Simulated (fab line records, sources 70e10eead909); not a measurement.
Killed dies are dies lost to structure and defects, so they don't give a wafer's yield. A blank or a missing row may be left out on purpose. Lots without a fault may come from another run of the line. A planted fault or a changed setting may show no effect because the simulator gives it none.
fab line records | flow nand_harc
record lots=11 wafers=33 last_day=34
route steps=1302 shown P_M1@310 P_M2@325
lots that met no fault: from a run of the same line without faults
start_h: hours from the record's first day to the start of the lot's first wafer shown | wait_h: hours since the lot's step before | " the same as in the row above | L1.1+2: a row that stands for several wafers | - no value, or no start given | * or withheld: withheld | < > ~ a bound
route shown NAME@n: a module of which the file shows steps, and the number in the route of the first | usual: mean/standard deviation of fault-free wafers | same: alike in all rows | chamber/n: place in a boat | sites: the reading at each site | _std_site: their standard deviation | _edge_site: outer sites' mean less inner sites' | radius_mm: how far each site lies from the wafer's centre | mask NAME#n: copy n | behind: the tool/chamber that last shaped the wafer | hold: why the lot was held/for how many hours/how that ended | device: the transistor (n, p or np) that didn't switch | end of line: the same wafers' tests at the end of the route | a step without rows: its recipe alone | killed: dies lost to structure and defects at the first sort, not the wafer's yield | map: a wafer's dies, x killed, . not, _ none there
set.NAME: the setting as run; set.NAME@STEP: as run at that earlier step | model.NAME: the simulator's own value behind a step, which no gauge read
steps of the route over a sample of lots; a table a step, a row a wafer
services: from which hour (start_h, from the record's first day; less than 0 if before it) a tool's chamber was out of use, for how many hours, and why
## steps
# step NHARC_P_M1_ANNEAL_31
# recipe temp_c=225 time_s=90
# usual wafer_temp_C_max=225.79/0.28
# columns lot.wafer tool chamber start_h wait_h wafer_temp_C_max
L351.2 rtp_anneal-01 0 150.92 - 225.53
L351.3 " 0 " " 225.75
L351.4 " 0 " " 225.52
L350.3 rtp_anneal-01 0 151.76 - 226.22
L350.5 " 0 " " 226.15
L350.6 " 0 " " 225.82
L353.1 rtp_anneal-02 0 169.75 0.3 225.65
L353.2 " 0 " " 225.78
L353.3 " 0 " " 225.81
L354.1 rtp_anneal-02 0 177.20 0.3 225.37
L354.3 " 0 " " 225.74
L354.4 " 0 " " 225.59
L359.2 rtp_anneal-01 0 230.25 - 226.21
L359.4 " 0 " " 226.61
L359.6 " 0 " " 225.69
L360.2 rtp_anneal-01 0 234.17 - 225.73
L360.3 " 0 " " 225.81
L360.4 " 0 " " 225.85
L361.3 rtp_anneal-02 0 247.91 0.3 225.81
L361.4 " 0 " " 225.64
L361.6 " 0 " " 225.53
L365.2 rtp_anneal-01 0 289.00 - 225.60
L365.3 " 0 " " 226.08
L365.5 " 0 " " 226.28
L367.4 rtp_anneal-01 0 322.97 - 225.88
L367.5 " 0 " " 226.22
L367.6 " 0 " " 225.82
L368.4 rtp_anneal-02 0 323.47 - 225.61
L368.5 " 0 " " 225.28
L368.6 " 0 " " 225.49
L371.2 rtp_anneal-02 0 351.20 0.3 225.47
L371.3 " 0 " " 225.04
L371.5 " 0 " " 225.45
# step NHARC_P_M1_DEP_33
# recipe target_thk_a=300 temp_c=370 target_thk_nm=30 pressure_torr=3 flow_sccm=200 rf_w=450 material=SiCN
# usual chamber_pressure_Torr=2.999/0.0055 heater_power_w=570/63
# columns lot.wafer tool chamber start_h wait_h chamber_pressure_Torr heater_power_w
L351.3 pecvd-02 0 151.88 0.1 3.002 479
L351.2 " 1 " " 3.001 616
L351.4 " 0 " " 3.001 482
L350.3 pecvd-02 0 152.70 0.1 2.998 570
L350.5 " 2 " " 3.002 523
L350.6 " 0 " " 2.998 559
L353.1 pecvd-01 0 170.72 0.1 2.993 629
L353.2 " 1 " " 2.995 589
L353.3 " 2 " " 2.998 635
L354.3 pecvd-01 1 178.19 0.1 3.001 683
L354.1 " 0 " " 3.000 610
L354.4 " 2 " " 2.998 628
L359.2 pecvd-01 2 231.22 0.1 3.007 630
L359.6 " 2 " " 3.008 632
L359.4 " 1 " " 3.007 599
L360.2 pecvd-04 1 235.11 0.1 3.001 461
L360.3 " 2 " " 2.998 490
L360.4 " 1 " " 3.011 445
L361.3 pecvd-02 1 248.78 0.1 3.000 546
L361.6 " 2 " " 2.995 637
L361.4 " 0 " " 2.999 546
L365.2 pecvd-04 1 289.91 0.1 3.003 427
L365.3 " 2 " " 2.996 573
L365.5 " 1 " " 3.006 434
L367.4 pecvd-04 1 323.92 0.2 2.984 472
L367.5 " 2 " " 3.005 571
L367.6 " 0 " " 2.998 497
L368.6 pecvd-02 1 324.46 0.2 2.999 562
L368.5 " 2 " " 2.999 547
L368.4 " 0 " " 2.991 530
L371.3 pecvd-04 0 352.11 0.1 3.003 530
L371.2 " 1 " " 2.998 396
L371.5 " 1 " " 3.010 411
# step NHARC_P_M2_EXPOSE_06
# recipe na=1.35 target_cd_nm=170 dose_mj=80.78 mask_id=P_M2
# usual reticle_temp_C=22.99/0.099 stage_vel_mm_s=500.06/0.26
# columns lot.wafer tool chamber start_h wait_h mask reticle_temp_C stage_vel_mm_s
L351.2 arfi_scanner-03 0 152.95 - P_M2#0 22.87 500.00
L351.3 " 0 " " P_M2#0 23.01 500.13
L351.4 " 0 " " P_M2#0 22.97 499.60
L350.3 arfi_scanner-03 0 153.58 - P_M2#0 23.06 499.59
L350.5 " 0 " " P_M2#0 23.24 499.66
L350.6 " 0 " " P_M2#0 23.10 499.99
L353.1 arfi_scanner-02 0 171.83 - P_M2#0 22.96 500.17
L353.2 " 0 " " P_M2#0 22.98 500.47
L353.3 " 0 " " P_M2#0 23.14 499.85
L354.1 arfi_scanner-02 0 179.17 - P_M2#0 22.69 500.06
L354.3 " 0 " " P_M2#0 22.80 500.07
L354.4 " 0 " " P_M2#0 22.89 500.07
L359.2 arfi_scanner-02 0 232.24 - P_M2#0 22.94 500.08
L359.4 " 0 " " P_M2#0 23.10 499.63
L359.6 " 0 " " P_M2#0 22.90 499.54
L360.2 arfi_scanner-01 0 236.33 - P_M2#0 23.05 499.89
L360.3 " 0 " " P_M2#0 22.98 500.08
L360.4 " 0 " " P_M2#0 22.97 500.03
L361.3 arfi_scanner-02 0 249.87 - P_M2#0 23.01 500.24
L361.4 " 0 " " P_M2#0 23.07 500.21
L361.6 " 0 " " P_M2#0 22.97 499.92
L365.2 arfi_scanner-01 0 291.02 - P_M2#0 23.03 500.06
L365.3 " 0 " " P_M2#0 22.99 500.32
L365.5 " 0 " " P_M2#0 22.94 500.35
L367.4 arfi_scanner-01 0 324.89 - P_M2#0 23.06 499.81
L367.5 " 0 " " P_M2#0 23.09 499.84
L367.6 " 0 " " P_M2#0 23.02 500.18
L368.4 arfi_scanner-01 0 325.33 - P_M2#0 22.81 500.18
L368.5 " 0 " " P_M2#0 22.97 500.13
L368.6 " 0 " " P_M2#0 22.89 499.84
L371.2 arfi_scanner-02 0 353.22 - P_M2#0 22.89 500.71
L371.3 " 0 " " P_M2#0 23.05 500.01
L371.5 " 0 " " P_M2#0 23.09 500.18
# step NHARC_P_M2_CD_MEAS_09
# recipe target_cd_nm=170 landing_energy_ev=500
# usual cd_nm=170.2/0.47
# same landing_energy_ev=500
# columns lot.wafer tool chamber start_h wait_h cd_nm
L351.2 cd_sem-02 0 153.09 - 170.4
L351.3 " 0 " " 169.6
L351.4 " 0 " " 169.3
L350.3 cd_sem-03 0 153.72 - 170.9
L350.5 " 0 " " 170.2
L350.6 " 0 " " 170.0
L353.1 cd_sem-03 0 171.97 - 170.2
L353.2 " 0 " " 169.9
L353.3 " 0 " " 170.2
L354.1 cd_sem-01 0 179.31 - 169.6
L354.3 " 0 " " 170.2
L354.4 " 0 " " 169.1
L359.2 cd_sem-01 0 232.38 - -
L359.4 " 0 " " -
L359.6 " 0 " " -
L360.2 cd_sem-02 0 236.46 - 170.9
L360.3 " 0 " " 170.0
L360.4 " 0 " " 169.8
L361.3 cd_sem-03 0 250.00 - -
L361.4 " 0 " " -
L361.6 " 0 " " -
L365.2 cd_sem-02 0 291.16 - 169.6
L365.3 " 0 " " 170.0
L365.5 " 0 " " 170.0
L367.4 cd_sem-02 0 325.02 - 170.4
L367.5 " 0 " " 171.2
L367.6 " 0 " " 170.5
L368.4 cd_sem-02 0 325.46 - 170.3
L368.5 " 0 " " 170.6
L368.6 " 0 " " 170.2
L371.2 cd_sem-01 0 353.36 - 170.2
L371.3 " 0 " " 170.6
L371.5 " 0 " " 170.1
# step NHARC_P_M2_ETCH_35
# recipe target_depth_a=400 overetch_a=120 time_s=43.94 ion_energy_ev=200 n2_flow_sccm=150 h2_flow_sccm=150 ar_flow_sccm=0 rf_w=400 bias_w=150 chemistry=N2/H2
# usual drypump_motor_current_A=5.9/0.48 oes_product_au=0.999/0.0081 rf_vpp_V=430.2/2.4 showerhead_plenum_p_Torr=2.03/0.081 throttle_valve_pct=14.172/0.009
# columns lot.wafer tool chamber start_h wait_h drypump_motor_current_A oes_product_au rf_hours_counter_h rf_vpp_V showerhead_plenum_p_Torr throttle_valve_pct
L351.2 rie_diel-03 2 153.36 0.1 6.5 1.006 2.5 430.2 2.03 14.181
L351.3 " 3 " " 6.5 0.996 2.5 436.5 2.16 14.173
L351.4 " 0 " " 5.3 0.996 2.5 432.2 2.11 14.181
L350.3 rie_diel-11 1 153.98 0.1 6.4 1.003 3.4 428.7 1.94 14.169
L350.5 " 1 " " 6.3 0.999 - 429.2 1.94 14.167
L350.6 " 2 " " 6.4 0.987 - 428.0 1.91 14.158
L353.1 rie_diel-02 0 172.24 0.1 5.5 0.992 5.5 428.6 2.01 14.162
L353.3 " 1 " " 5.2 1.002 6.1 431.1 2.10 14.173
L353.2 " 2 " " 6.1 0.999 6.9 429.1 1.97 14.165
L354.3 rie_diel-02 0 179.58 0.1 5.5 1.012 6.1 428.0 2.01 14.160
L354.4 " 1 " " 5.2 0.988 6.5 431.5 2.10 14.166
L354.1 " 2 " " 6.1 1.000 7.2 426.9 1.97 14.167
L359.2 rie_diel-03 3 232.64 0.1 6.5 0.995 6.8 434.3 2.16 14.179
L359.4 " 2 " " 6.5 1.002 6.5 430.2 2.03 14.159
L359.6 " 3 " " 6.5 1.000 - 433.1 2.16 14.168
L360.3 rie_diel-03 0 236.73 0.1 5.3 0.997 6.8 433.5 2.11 14.175
L360.4 " 2 " " 6.5 1.007 7.3 430.6 2.03 14.159
L360.2 " 3 " " 6.5 1.002 7.5 434.0 2.15 14.162
L361.3 rie_diel-11 3 250.31 0.1 5.7 0.998 9.5 429.8 1.99 14.173
L361.4 " 0 " " 5.4 1.006 8.7 434.8 2.15 14.182
L361.6 " 3 " " 5.7 1.005 - 428.9 1.99 14.177
L365.3 rie_diel-03 3 291.44 0.1 6.5 1.016 0.0 434.0 2.15 14.176
L365.2 " 0 " " 5.3 0.987 0.0 432.4 2.11 14.176
L365.5 " 1 " " 5.6 1.012 - 427.3 1.97 14.174
L367.4 rie_diel-03 2 325.30 0.1 6.5 1.005 2.6 431.1 2.03 14.170
L367.5 " 3 " " 6.5 0.998 - 433.2 2.15 14.175
L367.6 " 0 " " 5.3 1.002 - 431.8 2.11 14.164
L368.4 rie_diel-03 3 325.74 0.1 6.5 1.009 3.1 433.6 2.15 14.181
L368.6 " 1 " " 5.6 1.005 - 427.9 1.97 14.167
L368.5 " 2 " " 6.5 1.012 - 429.1 2.03 14.173
L371.2 rie_diel-03 0 353.63 0.1 5.3 1.007 4.1 432.9 2.11 14.175
L371.3 " 2 " " 6.5 1.009 5.0 429.6 2.03 14.171
L371.5 " 0 " " 5.4 0.997 - 433.4 2.11 14.177
# step NHARC_P_M2_CD_MEAS_16
# usual cd_nm=170.1/0.68
# columns lot.wafer tool chamber start_h wait_h cd_nm
L351.2 cd_sem-02 - 153.58 - 169.4
L351.3 " - " " 168.6
L351.4 " - " " 168.3
L350.3 cd_sem-02 - 154.21 - 171.5
L350.5 " - " " 170.2
L350.6 " - " " 170.0
L353.1 cd_sem-03 - 172.46 - 169.7
L353.2 " - " " 169.7
L353.3 " - " " 169.4
L354.1 cd_sem-01 - 179.80 - 169.5
L354.3 " - " " 170.1
L354.4 " - " " 169.1
L359.2 cd_sem-02 - 232.87 - -
L359.4 " - " " -
L359.6 " - " " -
L360.2 cd_sem-02 - 236.95 - 170.6
L360.3 " - " " 170.0
L360.4 " - " " 169.2
L361.3 cd_sem-03 - 250.53 - -
L361.4 " - " " -
L361.6 " - " " -
L365.2 cd_sem-01 - 291.65 - 169.1
L365.3 " - " " 169.3
L365.5 " - " " 169.4
L367.4 cd_sem-01 - 325.51 - 170.5
L367.5 " - " " 171.2
L367.6 " - " " 170.4
L368.4 cd_sem-03 - 325.95 - 170.5
L368.5 " - " " 170.0
L368.6 " - " " 170.4
L371.2 cd_sem-01 - 353.85 - 170.8
L371.3 " - " " 170.7
L371.5 " - " " 170.5
## services
# columns tool chamber start_h hours kind
pecvd-01 - 130.75 13.0 pm
arfi_scanner-02 - 140.00 4.0 pm
arfi_scanner-01 - 149.54 5.6 repair
pecvd-02 1 168.63 6.4 repair
arfi_scanner-01 - 178.89 0.3 repair
rie_diel-02 - 191.65 0.2 repair
arfi_scanner-03 - 196.00 4.0 pm
rie_diel-02 - 216.70 9.0 pm
pecvd-02 - 227.17 13.0 pm
arfi_scanner-01 - 252.00 4.0 pm
rie_diel-11 - 255.53 9.0 pm
arfi_scanner-02 - 260.03 1.9 repair
pecvd-01 - 262.52 0.3 repair
pecvd-04 - 269.01 13.0 pm
arfi_scanner-02 - 273.86 1.7 repair
rie_diel-03 - 281.30 9.0 pm
rie_diel-02 2 292.24 9.3 repair
rie_diel-03 1 305.29 5.7 repair
arfi_scanner-03 - 305.93 0.3 repair
pecvd-01 - 311.93 13.0 pm
arfi_scanner-02 - 312.00 4.0 pm
arfi_scanner-02 - 323.49 2.1 repair
rie_diel-02 1 326.82 11.9 repair
rie_diel-02 0 343.62 8.5 repair
## key
first_sign step=NHARC_P_M2_CD_MEAS_09 reading=cd_nm direction=missing
effect step=NHARC_P_M2_CD_MEAS_16 reading=cd_nm direction=missing
met_at NHARC_P_M2_EXPOSE_06
struck_lots L359,L361
not_acting_at NHARC_P_M1_ANNEAL_31,NHARC_P_M1_DEP_33,NHARC_P_M2_ETCH_35
onset_between 179.17 232.24
fault kind=process_parameter_drift tool=arfi_scanner-02 chamber=- onset_h=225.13 steps=NHARC_P_M2_EXPOSE_06 channel=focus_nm offset=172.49 spread_by_wafer=0.3 shape=step end_h=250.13
